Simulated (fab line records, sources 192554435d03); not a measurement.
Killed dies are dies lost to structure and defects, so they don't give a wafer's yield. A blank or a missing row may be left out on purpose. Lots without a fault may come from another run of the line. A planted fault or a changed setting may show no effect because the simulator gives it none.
Chamber matching | flow n5_finfet | N5_BEOL_M0_SAQP_STRIP_108 on rie_diel-06: 4 sister chambers
The step strips in N2/H2. 4 wafers are shown with their chamber, then 9 later ones without.

WAFERS WITH THEIR CHAMBER
wafer  | chamber | throttle_valve_pct (%)
L084.3 | 0       | 19.8
L084.6 | 3       | 18.8
L085.4 | 1       | 18.6
L085.5 | 2       | 18.4

WAFERS WITHOUT THEIR CHAMBER
wafer  | throttle_valve_pct (%)
L090.2 | 18.6
L090.3 | 18.4
L090.6 | 18.6
L093.2 | 18.4
L093.4 | 18.8
L093.6 | 19.9
L096.2 | 18.5
L096.5 | 18.8
L096.6 | 18.4

WHICH CHAMBER EACH WENT THROUGH
wafer  | from the rows above     | in truth
L090.2 | 1                       | 1
L090.3 | 2                       | 2
L090.6 | 1                       | 1
L093.2 | 2                       | 2
L093.4 | 3                       | 3
L093.6 | 0                       | 0
L096.2 | can't be placed: 1 or 2 | 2
L096.5 | 3                       | 3
L096.6 | 2                       | 2
Placed correctly: 8 of 9. Can't be placed from these rows: 1 (the true chamber is among the candidates in 1). Placed wrongly: 0.
How it was worked out, from the rows above alone: a wafer's distance from a chamber is the root of the sum, over the readings, of the square of ((its reading less the chamber's mean) divided by the reading's scatter). The wafer belongs to the nearest chamber; if the next one is less than 2 further off, it can't be placed. A chamber's mean is the mean of its shown wafers. The scatter: with one shown wafer a chamber, the root of the mean of the squares of how far each hidden wafer lies from its nearest shown one.
